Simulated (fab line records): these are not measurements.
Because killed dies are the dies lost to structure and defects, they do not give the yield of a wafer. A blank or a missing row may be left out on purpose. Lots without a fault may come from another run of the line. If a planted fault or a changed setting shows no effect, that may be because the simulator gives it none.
fab line records | flow nand_harc
record: lots: 5 | wafers: 15 | last_day: 33
route steps=1302 shown P_GATE@126 END@1302
lots with no fault: from the same line, run without faults
start_h: hours from the record's first day to the start of the lot's first wafer shown | wait_h: hours from the lot's prior step to this one | " same as the row above | L1.1+2: one row covering several wafers at once | - no value, or no start given | * or withheld: withheld | < > ~ a bound
route shown NAME@n: NAME is a module with steps in the file, n the number in the route of the first one | usual: mean/standard deviation taken from wafers without a fault | same: alike in all rows | chamber/n: place in a boat | sites: the reading at each site | _std_site: their standard deviation | _edge_site: inner sites' mean taken away from outer sites' mean | radius_mm: for every site, how far away it sits from the centre of the wafer | mask NAME#n: copy n | behind: the tool/chamber that last shaped the wafer | hold: why the lot went on hold/how many hours it stayed there/how the hold came to an end | device: which transistor (n, p or np) failed to switch | end of line: at the end of the route, the tests of the same wafers | a step with no rows: only its recipe | killed: the dies lost at the first sort to structure and to defects; this is not the yield of the wafer | map: the dies of a wafer, with x for killed, . for not killed, _ for no die there
set.NAME: the setting that was run; set.NAME@STEP: the one run at that earlier step | model.NAME: the simulator's own value behind a step, which no gauge read
a table for each step, a row for each wafer; lots at some steps of the route
services: the hour from which a tool's chamber was out of use, counted from the record's first day as start_h (under 0 if before that day), plus the number of hours and why
== steps ==
step: NHARC_P_GATE_STRIP_15
recipe: time_s: 780 | temp_c: 130 | chemistry: SPM
step: NHARC_P_GATE_PRECLEAN_71
recipe: time_s: * | temp_c: 50 | bath_age_min: 0 | chemistry: SC1
step: NHARC_P_GATE_SRD_72
step: NHARC_P_GATE_OXIDE_16
recipe: target_thk_a: 30 | temp_c: 875 | ox_time_s: 392 | material: SiO2
step: NHARC_P_GATE_CVD_17
recipe: target_thk_a: 1500 | temp_c: 620 | time_s: 900 | material: poly-Si
step: NHARC_P_GATE_HM_DEP_102
recipe: target_thk_a: 1200 | temp_c: 400 | material: aC
usual: throttle_valve_pct: 35.000/0.0095
lot.wafer | tool       | chamber | start_h | wait_h | throttle_valve_pct
L480.1    | acl_dep-01 | 0       | 109.68  | 0.4    | 34.992
L480.4    | "          | 0       | "       | "      | 34.991
L480.5    | "          | 0       | "       | "      | 34.988
L483.2    | acl_dep-03 | 0       | 130.00  | 1.0    | 34.973
L483.3    | "          | 0       | "       | "      | 34.996
L483.6    | "          | 0       | "       | "      | 35.002
L484.2    | acl_dep-02 | 0       | 148.38  | 2.6    | 34.998
L484.4    | "          | 0       | "       | "      | 34.989
L484.5    | "          | 0       | "       | "      | 35.013
L493.2    | acl_dep-03 | 0       | 238.03  | 0.5    | 35.018
L493.3    | "          | 0       | "       | "      | 35.019
L493.4    | "          | 0       | "       | "      | 35.000
L500.2    | acl_dep-02 | 0       | 304.42  | 2.6    | 35.000
L500.5    | "          | 0       | "       | "      | 35.015
L500.6    | "          | 0       | "       | "      | 35.002
step: NHARC_P_GATE_DEP_103
recipe: target_thk_a: 300 | target_thk_nm: 30 | temp_c: 400 | flow_sccm: 200 | rf_w: 350 | material: SiON
usual: heater_power_w: 771/62
lot.wafer | tool     | chamber | start_h | wait_h | heater_power_w
L480.1    | pecvd-02 | 1       | 110.35  | 0.6    | 770
L480.4    | "        | 2       | "       | "      | 674
L480.5    | "        | 0       | "       | "      | 714
L483.3    | pecvd-03 | 1       | 130.56  | 0.3    | 728
L483.2    | "        | 2       | "       | "      | 822
L483.6    | "        | 1       | "       | "      | 720
L484.2    | pecvd-02 | 1       | 149.00  | 0.5    | 820
L484.5    | "        | 2       | "       | "      | 762
L484.4    | "        | 0       | "       | "      | 620
L493.3    | pecvd-02 | 1       | 238.77  | 0.5    | 828
L493.2    | "        | 2       | "       | "      | 720
L493.4    | "        | 0       | "       | "      | 692
L500.2    | pecvd-03 | 2       | 305.00  | 0.5    | 773
L500.6    | "        | 1       | "       | "      | 714
L500.5    | "        | 2       | "       | "      | 786
step: NHARC_P_GATE_DEHYDRATE_18
recipe: temp_c: 150 | time_s: 120
step: NHARC_P_GATE_HMDS_19
recipe: time_s: 30
step: NHARC_P_GATE_COAT_20
recipe: spin_rpm: 1500 | resist_thk_nm: 90
step: NHARC_P_GATE_SOFTBAKE_21
recipe: temp_c: 105 | time_s: 55
step: NHARC_P_GATE_EBR_22
step: NHARC_P_GATE_EXPOSE_23
recipe: na: 1.35 | target_cd_nm: 120 | dose_mj: 93.91 | mask_id: P_GATE
lot.wafer  | tool            | chamber | start_h | wait_h | mask
L480.1+4+5 | arfi_scanner-01 | 0       | 110.89  | -      | P_GATE#0
L483.2+3+6 | arfi_scanner-02 | 0       | 131.10  | -      | P_GATE#0
L484.2+4+5 | arfi_scanner-01 | 0       | 149.49  | -      | P_GATE_R1#0
L493.2+3+4 | arfi_scanner-03 | 0       | 239.42  | -      | P_GATE#0
L500.2+5+6 | arfi_scanner-02 | 0       | 305.39  | -      | P_GATE#0
step: NHARC_P_GATE_PEB_24
recipe: peb_temp_c: 100 | peb_time_s: 65
step: NHARC_P_GATE_DEVELOP_25
recipe: develop_time_s: 35 | dev_temp_c: 23
step: NHARC_P_GATE_CD_MEAS_26
recipe: target_cd_nm: 120 | landing_energy_ev: 500
usual: cd_nm: 119.9/0.52
lot.wafer | tool      | chamber | start_h | wait_h | cd_nm
L480.1    | cd_sem-01 | 0       | 111.03  | -      | 119.1
L480.4    | "         | 0       | "       | "      | 119.0
L480.5    | "         | 0       | "       | "      | 118.8
L483.2    | cd_sem-01 | 0       | 131.24  | -      | 119.1
L483.3    | "         | 0       | "       | "      | 119.5
L483.6    | "         | 0       | "       | "      | 119.9
L484.2    | cd_sem-01 | 0       | 149.62  | -      | 89.4
L484.4    | "         | 0       | "       | "      | 89.5
L484.5    | "         | 0       | "       | "      | 89.8
L493.2    | cd_sem-03 | 0       | 239.56  | -      | 120.0
L493.3    | "         | 0       | "       | "      | 119.8
L493.4    | "         | 0       | "       | "      | 119.9
L500.2    | cd_sem-02 | 0       | 305.53  | -      | 120.7
L500.5    | "         | 0       | "       | "      | 120.3
L500.6    | "         | 0       | "       | "      | 120.7
step: NHARC_P_GATE_OVL_MEAS_27
usual: overlay_x_nm: 0.1/0.99 | overlay_y_nm: 0.1/0.86
lot.wafer | tool       | chamber | start_h | wait_h | overlay_x_nm | overlay_y_nm
L480.1    | overlay-02 | -       | 111.12  | -      | 0.4          | -1.4
L480.4    | "          | -       | "       | "      | 0.8          | -1.1
L480.5    | "          | -       | "       | "      | 1.1          | -1.6
L483.2    | overlay-02 | -       | 131.32  | -      | -1.6         | -0.4
L483.3    | "          | -       | "       | "      | -0.7         | -0.8
L483.6    | "          | -       | "       | "      | -1.5         | -0.6
L484.2    | overlay-01 | -       | 149.71  | -      | -1.2         | -0.5
L484.4    | "          | -       | "       | "      | -0.8         | 0.0
L484.5    | "          | -       | "       | "      | -1.2         | 0.3
L493.2    | overlay-01 | -       | 239.64  | -      | 1.6          | 0.1
L493.3    | "          | -       | "       | "      | 1.4          | 0.0
L493.4    | "          | -       | "       | "      | 1.5          | 0.5
L500.2    | overlay-01 | -       | 305.62  | -      | 0.3          | -0.5
L500.5    | "          | -       | "       | "      | 0.4          | -1.1
L500.6    | "          | -       | "       | "      | 0.4          | -0.9
step: NHARC_P_GATE_INSPECT_28
usual: raw_defect_count: 6.5/2.9
lot.wafer | tool              | chamber | start_h | wait_h | raw_defect_count
L480.1    | defect_inspect-02 | -       | 111.15  | 0.0    | 4
L480.4    | "                 | -       | "       | "      | 3
L480.5    | "                 | -       | "       | "      | 4
L483.2    | defect_inspect-01 | -       | 131.36  | 0.0    | 7
L483.3    | "                 | -       | "       | "      | 12
L483.6    | "                 | -       | "       | "      | 6
L484.2    | defect_inspect-02 | -       | 149.75  | 0.0    | 7
L484.4    | "                 | -       | "       | "      | 8
L484.5    | "                 | -       | "       | "      | 6
L493.2    | defect_inspect-01 | -       | 239.68  | 0.0    | 5
L493.3    | "                 | -       | "       | "      | 7
L493.4    | "                 | -       | "       | "      | 8
L500.2    | defect_inspect-01 | -       | 305.65  | 0.0    | 6
L500.5    | "                 | -       | "       | "      | 2
L500.6    | "                 | -       | "       | "      | 6
step: NHARC_P_GATE_DESCUM_31
recipe: time_s: 3 | o2_flow_sccm: 200 | ar_flow_sccm: 0 | bias_power_w: 0 | chemistry: O2
usual: drypump_motor_current_A: 5.6/0.42 | oes_product_au: 1.001/0.0075 | rf_vpp_V: 58.0/0.88 | showerhead_plenum_p_Torr: 1.96/0.091 | throttle_valve_pct: 11.312/0.0085
lot.wafer | tool        | chamber | start_h | wait_h | drypump_motor_current_A | oes_product_au | rf_hours_counter_h | rf_vpp_V | showerhead_plenum_p_Torr | throttle_valve_pct | model.P_GATE.cd_nm
L480.1    | rie_diel-12 | 0       | 111.23  | 0.1    | 5.9                     | 1.002          | 1                  | 57.7     | 1.79                     | 11.311             | 119.7
L480.4    | "           | 1       | "       | "      | 5.5                     | 0.989          | 0                  | 57.7     | 2.06                     | 11.322             | 119.4
L480.5    | "           | 2       | "       | "      | 5.8                     | 1.004          | -                  | 58.6     | 1.92                     | 11.305             | 119.2
L483.3    | rie_diel-12 | 2       | 131.42  | 0.1    | 5.8                     | 1.000          | 2                  | 57.7     | 1.92                     | 11.293             | 119.3
L483.2    | "           | 1       | "       | "      | 5.5                     | 1.000          | 1                  | 57.7     | 2.06                     | 11.317             | 119.1
L483.6    | "           | 3       | "       | "      | 5.7                     | 1.000          | -                  | 56.7     | 1.81                     | 11.308             | 119.8
L484.4    | rie_diel-12 | 0       | 149.81  | 0.1    | 5.8                     | 1.008          | 2                  | 58.1     | 1.79                     | 11.297             | 89.98
L484.2    | "           | 1       | "       | "      | 5.5                     | 1.006          | 2                  | 56.7     | 2.06                     | 11.315             | 89.47
L484.5    | "           | 0       | "       | "      | 5.8                     | 1.009          | -                  | 57.5     | 1.79                     | 11.315             | 90.04
L493.4    | rie_diel-05 | 2       | 239.75  | 0.1    | 5.6                     | 0.996          | 0                  | 58.9     | 1.88                     | 11.322             | 119.3
L493.3    | "           | 3       | "       | "      | 6.0                     | 1.012          | 0                  | 59.6     | 1.97                     | 11.329             | 119.8
L493.2    | "           | 0       | "       | "      | 6.1                     | 1.008          | 0                  | 56.8     | 1.84                     | 11.300             | 120.2
L500.2    | rie_diel-01 | 2       | 305.71  | 0.1    | 5.3                     | 1.008          | 6                  | 59.5     | 2.04                     | 11.298             | 121.1
L500.6    | "           | 2       | "       | "      | 5.3                     | 1.007          | -                  | 58.9     | 2.04                     | 11.311             | 120.7
L500.5    | "           | 3       | "       | "      | 5.5                     | 1.005          | -                  | 57.2     | 2.03                     | 11.305             | 120.2
step: NHARC_P_GATE_ETCH_104
recipe: target_depth_a: 600 | time_s: withheld | cf4_flow_sccm: 100 | chf3_flow_sccm: 30 | ar_flow_sccm: 0 | rf_w: 500 | bias_w: 200 | chemistry: CF4/CHF3
usual: drypump_motor_current_A: 5.6/0.42 | oes_product_au: 0.953/0.022 | rf_vpp_V: 371.9/2.5 | showerhead_plenum_p_Torr: 1.61/0.071 | throttle_valve_pct: 16.803/0.0083
lot.wafer | tool        | chamber | start_h | wait_h | drypump_motor_current_A | oes_product_au | rf_vpp_V | showerhead_plenum_p_Torr | throttle_valve_pct
L480.4    | rie_diel-12 | 0       | 111.31  | 0.1    | 5.8                     | 0.977          | 367.2    | 1.48                     | 16.811
L480.1    | "           | 1       | "       | "      | 5.5                     | 0.982          | 375.0    | 1.69                     | 16.794
L480.5    | "           | 3       | "       | "      | 5.7                     | 0.966          | 367.8    | 1.49                     | 16.794
L483.3    | rie_diel-12 | 3       | 131.51  | 0.1    | 5.7                     | 0.956          | 368.3    | 1.49                     | 16.804
L483.2    | "           | 1       | "       | "      | 5.5                     | 0.963          | 375.0    | 1.69                     | 16.792
L483.6    | "           | 3       | "       | "      | 5.6                     | 0.967          | 369.6    | 1.49                     | 16.795
L484.4    | rie_diel-12 | 1       | 149.89  | 0.1    | 5.5                     | 0.928          | 374.8    | 1.69                     | 16.796
L484.2    | "           | 2       | "       | "      | 5.8                     | 0.922          | 371.0    | 1.58                     | 16.806
L484.5    | "           | 2       | "       | "      | 5.8                     | 0.926          | 370.4    | 1.58                     | 16.806
L493.4    | rie_diel-05 | 3       | 239.82  | 0.1    | 5.9                     | 0.987          | 371.6    | 1.62                     | 16.798
L493.3    | "           | 0       | "       | "      | 6.1                     | 0.979          | 369.4    | 1.52                     | 16.801
L493.2    | "           | 1       | "       | "      | 6.5                     | 0.976          | 374.4    | 1.68                     | 16.804
L500.2    | rie_diel-01 | 1       | 305.80  | 0.1    | 5.8                     | 0.984          | 372.9    | 1.67                     | 16.796
L500.5    | "           | 0       | "       | "      | 4.8                     | 0.985          | 373.6    | 1.64                     | 16.801
L500.6    | "           | 1       | "       | "      | 5.9                     | 0.978          | 373.5    | 1.67                     | 16.804
step: NHARC_P_GATE_HM_OPEN_105
recipe: target_depth_a: 3600 | o2_flow_sccm: 400 | cos_flow_sccm: 20 | ar_flow_sccm: 0 | rf_w: 500 | bias_w: 300 | chemistry: O2/COS
usual: cos_flow_sccm: 20.00/0.056 | drypump_motor_current_A: 5.6/0.42 | oes_product_au: 1.001/0.0071 | rf_vpp_V: 469/3.2 | showerhead_plenum_p_Torr: 3.20/0.14 | throttle_valve_pct: 28.330/0.0097
lot.wafer | tool        | chamber | start_h | wait_h | cos_flow_sccm | drypump_motor_current_A | oes_product_au | rf_hours_counter_h | rf_vpp_V | showerhead_plenum_p_Torr | throttle_valve_pct
L480.1    | rie_diel-12 | 0       | -       | -      | 20.02         | 5.9                     | 1.000          | 1                  | 463      | 2.93                     | 28.341
L480.4    | "           | 2       | "       | "      | 20.00         | 5.8                     | 1.003          | 1                  | 466      | 3.13                     | 28.313
L480.5    | "           | 0       | "       | "      | 20.03         | 5.9                     | 1.000          | -                  | 463      | 2.93                     | 28.315
L483.2    | rie_diel-12 | 2       | -       | -      | 20.08         | 5.8                     | 1.003          | 2                  | 466      | 3.13                     | 28.341
L483.3    | "           | 3       | "       | "      | 20.05         | 5.7                     | 0.996          | 2                  | 463      | 2.96                     | 28.340
L483.6    | "           | 3       | "       | "      | 20.07         | 5.6                     | 0.996          | -                  | 465      | 2.96                     | 28.334
L484.2    | rie_diel-12 | 0       | -       | -      | 19.97         | 5.9                     | 1.005          | 2                  | 464      | 2.93                     | 28.306
L484.4    | "           | 1       | "       | "      | 20.05         | 5.5                     | 1.005          | 2                  | 471      | 3.35                     | 28.337
L484.5    | "           | 3       | "       | "      | 19.97         | 5.7                     | 1.009          | -                  | 463      | 2.96                     | 28.319
L493.4    | rie_diel-05 | 2       | -       | -      | 20.00         | 5.6                     | 0.992          | 0                  | 466      | 3.08                     | 28.320
L493.2    | "           | 3       | "       | "      | 20.01         | 6.0                     | 1.001          | 0                  | 471      | 3.20                     | 28.316
L493.3    | "           | 0       | "       | "      | 20.06         | 6.1                     | 0.996          | 0                  | 466      | 3.01                     | 28.319
L500.2    | rie_diel-01 | 2       | -       | -      | 19.93         | 5.3                     | 0.995          | 6                  | 470      | 3.32                     | 28.314
L500.5    | "           | 1       | "       | "      | 20.05         | 5.9                     | 1.004          | -                  | 471      | 3.31                     | 28.329
L500.6    | "           | 2       | "       | "      | 19.95         | 5.3                     | 0.993          | -                  | 472      | 3.32                     | 28.336
step: NHARC_P_GATE_STRIP_106
recipe: o2_flow_sccm: 400 | cos_flow_sccm: 20 | ar_flow_sccm: 0 | bias_w: 0 | chemistry: O2/COS
step: NHARC_P_GATE_ETCH_114
recipe: target_depth_a: 300 | overetch_a: 30 | time_s: 16.5 | ion_energy_ev: 100 | cf4_flow_sccm: 80 | o2_flow_sccm: 20 | ar_flow_sccm: 0 | rf_w: 300 | bias_w: 100 | chemistry: CF4/O2
step: NHARC_P_GATE_ETCH_32
recipe: target_depth_a: 1500 | over_etch_frac: 1 | over_etch_ion_energy_ev: 40 | time_s: 100.1 | hbr_flow_sccm: 150 | cl2_flow_sccm: 50 | rf_w: 400 | icp_w: 400 | bias_w: 100 | chemistry: HBr/Cl2
usual: drypump_motor_current_A: 5.8/0.6 | oes_product_au: 1.002/0.0063 | throttle_valve_pct: 26.404/0.0095
lot.wafer | tool      | chamber | start_h | wait_h | drypump_motor_current_A | oes_product_au | rf_hours_counter_h | throttle_valve_pct | model.P_GATE.cd_nm
L480.4    | rie_si-04 | 0       | 111.71  | -      | 6.6                     | 1.014          | 0.68               | 26.392             | 121.1
L480.1    | "         | 1       | "       | "      | 6.4                     | 1.002          | 0.56               | 26.410             | 120.2
L480.5    | "         | 2       | "       | "      | 5.2                     | 1.001          | -                  | 26.403             | 118.7
L483.3    | rie_si-04 | 1       | 131.91  | -      | 6.5                     | 0.998          | 0.76               | 26.416             | 122.1
L483.2    | "         | 2       | "       | "      | 5.1                     | 0.999          | 0.85               | 26.392             | 121.4
L483.6    | "         | 3       | "       | "      | 6.2                     | 0.996          | -                  | 26.416             | 120.7
L484.2    | rie_si-04 | 1       | 150.27  | -      | 6.4                     | 0.994          | 0.86               | 26.425             | 89.55
L484.4    | "         | 0       | "       | "      | 6.6                     | 1.002          | 1.04               | 26.397             | 88.95
L484.5    | "         | 2       | "       | "      | 5.2                     | 1.001          | -                  | 26.390             | 90.24
L493.4    | rie_si-04 | 2       | 240.22  | -      | 5.2                     | 1.010          | 0.39               | 26.419             | 119.4
L493.2    | "         | 3       | "       | "      | 6.2                     | 0.999          | 0.34               | 26.409             | 118.7
L493.3    | "         | 0       | "       | "      | 6.6                     | 1.005          | 0.36               | 26.408             | 117.5
L500.2    | rie_si-04 | 3       | 306.22  | -      | 6.2                     | 0.994          | 0.67               | 26.392             | 121.1
L500.5    | "         | 0       | "       | "      | 6.6                     | 1.004          | -                  | 26.409             | 119
L500.6    | "         | 1       | "       | "      | 6.5                     | 0.998          | -                  | 26.403             | 119.6
step: NHARC_P_GATE_STRIP_108
recipe: o2_flow_sccm: 500 | ar_flow_sccm: 0 | bias_w: 0 | chemistry: O2
usual: drypump_motor_current_A: 5.7/0.42 | oes_product_au: 0.999/0.0071 | rf_vpp_V: 58.0/0.93 | showerhead_plenum_p_Torr: 3.61/0.16 | throttle_valve_pct: 17.035/0.0079
lot.wafer | tool        | chamber | start_h | wait_h | drypump_motor_current_A | oes_product_au | rf_hours_counter_h | rf_vpp_V | showerhead_plenum_p_Torr | throttle_valve_pct
L480.1    | rie_diel-01 | 2       | 111.84  | -      | 5.3                     | 0.989          | 5.8                | 59.0     | 3.76                     | 17.039
L480.4    | "           | 1       | "       | "      | 5.9                     | 1.006          | 6.0                | 57.3     | 3.75                     | 17.021
L480.5    | "           | 3       | "       | "      | 5.5                     | 1.003          | -                  | 58.5     | 3.73                     | 17.035
L483.3    | rie_diel-05 | 3       | 132.05  | -      | 6.0                     | 1.001          | 2.9                | 57.0     | 3.62                     | 17.024
L483.2    | "           | 1       | "       | "      | 6.5                     | 0.993          | 3.4                | 58.9     | 3.76                     | 17.046
L483.6    | "           | 2       | "       | "      | 5.6                     | 0.991          | -                  | 58.8     | 3.48                     | 17.030
L484.2    | rie_diel-05 | 0       | 150.44  | -      | 6.1                     | 0.995          | 4.0                | 57.7     | 3.41                     | 17.016
L484.4    | "           | 2       | "       | "      | 5.6                     | 1.002          | 5.3                | 58.5     | 3.48                     | 17.039
L484.5    | "           | 3       | "       | "      | 6.0                     | 1.000          | -                  | 57.4     | 3.62                     | 17.027
L493.2    | rie_diel-01 | 1       | 240.38  | -      | 5.8                     | 0.997          | 2.2                | 59.0     | 3.75                     | 17.028
L493.3    | "           | 2       | "       | "      | 5.3                     | 0.995          | 2.3                | 58.1     | 3.75                     | 17.029
L493.4    | "           | 3       | "       | "      | 5.5                     | 0.993          | 2.5                | 57.7     | 3.73                     | 17.041
L500.2    | rie_diel-01 | 3       | 306.36  | -      | 5.5                     | 0.995          | 6.8                | 57.4     | 3.72                     | 17.047
L500.6    | "           | 2       | "       | "      | 5.3                     | 0.992          | -                  | 58.1     | 3.75                     | 17.038
L500.5    | "           | 3       | "       | "      | 5.4                     | 1.004          | -                  | 58.2     | 3.72                     | 17.047
step: NHARC_END_SORT_01
recipe: temp_c: 25
usual: killed_at_array: 54/16 | killed_at_other: 0.6/0.86 | killed_at_periphery: 3.8/2.6 | killed_dies: 58/16 | killed_open: 3.3/1.8 | killed_short: 2.7/1.7
same: gross_dies: 677
lot.wafer | tool      | chamber | start_h | wait_h | killed_at_array | killed_at_other | killed_at_periphery | killed_dies | killed_open | killed_short
L484.2    | prober-01 | 0       | 603.22  | 2.8    | 74              | 0               | 595                 | 669         | 2           | 4
L484.4    | prober-01 | 0       | 604.81  | 3.4    | 70              | 0               | 599                 | 669         | 1           | 4
L484.5    | prober-01 | 0       | 605.61  | 3.7    | 71              | 0               | 600                 | 671         | 2           | 2
killed by level:class
L484.2 P_GATE:area_expose=592 A_CHANNEL_HOLE_D1:chamber_film_flake=34 A_SLIT:chamber_film_flake=17 A_CHANNEL_HOLE_D2:chamber_film_flake=6 A_DECK1_JOINT:chamber_film_flake=3 A_STAIRCASE:chamber_film_flake=3 A_CONTACT:chamber_film_flake=3 P_M0:chamber_film_flake=2
L484.4 P_GATE:area_expose=598 A_CHANNEL_HOLE_D1:chamber_film_flake=29 A_SLIT:chamber_film_flake=13 A_CHANNEL_HOLE_D2:chamber_film_flake=10 A_CONTACT:chamber_film_flake=8 A_CHANNEL_FILL_D1:geometric_particle:short=3 A_STAIRCASE:chamber_film_flake=2 A_ONON_D2:geometric_particle:open=1
L484.5 P_GATE:area_expose=592 A_CHANNEL_HOLE_D1:chamber_film_flake=33 A_SLIT:chamber_film_flake=13 A_CHANNEL_HOLE_D2:chamber_film_flake=9 A_CONTACT:chamber_film_flake=7 P_M0:chamber_film_flake=5 A_CHANNEL_FILL_D1:chamber_film_flake=3 A_STAIRCASE:chamber_film_flake=3
map L484.5 (x killed, . not)
____________x____________
_________xxxxxxx_________
_______xxxxxxxxxxx_______
______xxxxx.xxxxxxx______
_____xxxxxxxxxxxxxxx_____
____xxxxxxx.xxxxxxxxx____
____xxxxxxxxxxxxxxxxx____
___xxxxxxxxxxxxxxxxxxx___
___xxxxxxxxxxxxxxxxxxx___
__xxxxxxxxxxxxxxxxxxxxx__
__xxx.xxxxxxxxxxxxxxxxx__
_xxxxxxxxxxxxxxxxxxxxxxx_
_xxxxxxxxxxxxxxxxxxxxxxx_
_xxxxxxxxxxxxxxxxxxxxxxx_
_xxxxxxxxxxxxxxxxxxxxxxx_
_xxxx.xxxx.xxxxxxxxxxxxx_
xxxxxxxxxxxxxxxxxxxxxxxxx
xxxxxx.xxxxxxxxxxxxxxxxxx
xxxxxxxxxxxxxxxxxxxxxxxxx
xxxxxxxxxxxxxxxxxxxxxxxxx
xxxxxxxxxxxxxxxxxxxxxxxxx
_xxxxxxxxxxxxxxxxxxxxxxx_
_xxxxxxxxxxxxxxxxxxxxxxx_
_xxxxxxxxxxxxxxxxxxxxxxx_
_xxxxxxxxxxxxxxxxxxxxxxx_
_xxxxxxxxxxxxxxxxxxxxxxx_
__xxxxxxxxxxxxxxxxxxxxx__
__xxxxxxxxxxxxxxxxxxxxx__
___xxxxxxxxxxxxxxxxxxx___
___xxxxxxxxxxxxxxxxxxx___
____xxxxxxxxxxxxxxxxx____
____xxxxxxxxxxxxxxxxx____
_____xxxxxxxxxxxxxxx_____
______xxxxxxxxxxxxx______
_______xxxxxxxxxxx_______
_________xxxxxxx_________
____________x____________
map L480.1 (x killed, . not)
____________x____________
_________xxx.x.._________
_______..x....xx.._______
______..x.xxxx.x...______
_____..x..xxxx...x.._____
____......xxxxx......____
____.....xxxx.x......____
___......xxxx.........___
___........xx.........___
__.......xx............__
__.........x.x.........__
_......................._
_......................x_
_x....x..............x.._
_...................x..._
_.......x............x.._
......................x..
.........................
..x.............xx...x...
.......x.................
.................x.......
_......x...x.x.........._
_............x..x......._
_...........xxxxx......._
_............xxxxxx....._
_...........xxxxxx......_
__x..........xxxxxx....__
__..........xxxxx......__
___...........xx.x....___
___.......x...........___
____.................____
____.................____
_____..............._____
______.............______
_______..........._______
_________x......_________
____________.____________
== services ==
tool            | chamber | start_h | hours | kind
rie_diel-12     | 1       | 90.37   | 12.6  | repair
rie_diel-12     | -       | 91.40   | 9.0   | pm
rie_diel-05     | 3       | 109.15  | 12.5  | repair
acl_dep-03      | -       | 116.90  | 13.0  | pm
rie_diel-01     | -       | 124.55  | 0.7   | repair
arfi_scanner-01 | -       | 132.39  | 1.8   | repair
arfi_scanner-02 | -       | 140.00  | 4.0   | pm
acl_dep-02      | -       | 140.96  | 7.3   | repair
rie_diel-01     | 3       | 158.58  | 3.0   | repair
rie_diel-12     | 3       | 161.48  | 14.6  | repair
rie_si-04       | -       | 165.00  | 9.0   | pm
acl_dep-03      | -       | 175.92  | 5.1   | repair
arfi_scanner-01 | -       | 180.31  | 5.1   | repair
pecvd-02        | -       | 182.51  | 0.5   | repair
pecvd-03        | 2       | 183.53  | 5.7   | repair
rie_si-04       | 2       | 187.53  | 7.7   | repair
rie_diel-01     | -       | 203.80  | 9.0   | pm
rie_diel-01     | -       | 222.88  | 0.7   | repair
rie_diel-05     | -       | 229.60  | 9.0   | pm
rie_diel-12     | 0       | 240.26  | 1.3   | repair
rie_diel-12     | 2       | 246.86  | 3.9   | repair
pecvd-02        | -       | 250.69  | 13.0  | pm
rie_diel-12     | -       | 268.40  | 9.0   | pm
rie_diel-12     | 0       | 285.37  | 20.3  | repair
== key ==
first_sign: step: NHARC_P_GATE_EXPOSE_23 | reading: mask | direction: changed
effect: step: NHARC_P_GATE_CD_MEAS_26 | reading: cd_nm | direction: down | sigmas: 58 | usual: 119.9 | struck: 89.6
effect: step: NHARC_END_SORT_01 | reading: killed_at_periphery | direction: up | sigmas: 99+ | usual: 3.8 | struck: 598
model_effect: step: NHARC_P_GATE_DESCUM_31 | value: P_GATE.cd_nm | without: 119.8 | struck: 89.83
model_effect: step: NHARC_P_GATE_ETCH_32 | value: P_GATE.cd_nm | without: 119.5 | struck: 89.58
more_kills_born_at: NHARC_P_GATE_EXPOSE_23@arfi_scanner-01: 1782
met_at NHARC_P_GATE_EXPOSE_23
struck_wafers L484.2,L484.4,L484.5
later_rows_left_out L484.2,L484.4,L484.5
tester_left_out L484
onset_between 110.89 149.49
fault: kind: wrong_mask | tool: any | chamber: - | onset_h: 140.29 | steps: NHARC_P_GATE_EXPOSE_23 | aux_copy: P_GATE_R1#0 | cd_offset_nm: -29.955 | scope: struck_lots_only
tester_left_out: of these lots the tester's yield and bins aren't shown, on N5 and GAA mostly nor the transistor test; their killed dies are dies lost to structure and defects alone, not to doping, threshold or leakage, so they don't give the yield
later_rows_left_out: the simulator's readings of these wafers behind a module that went badly wrong aren't trusted and aren't shown, but for the sort
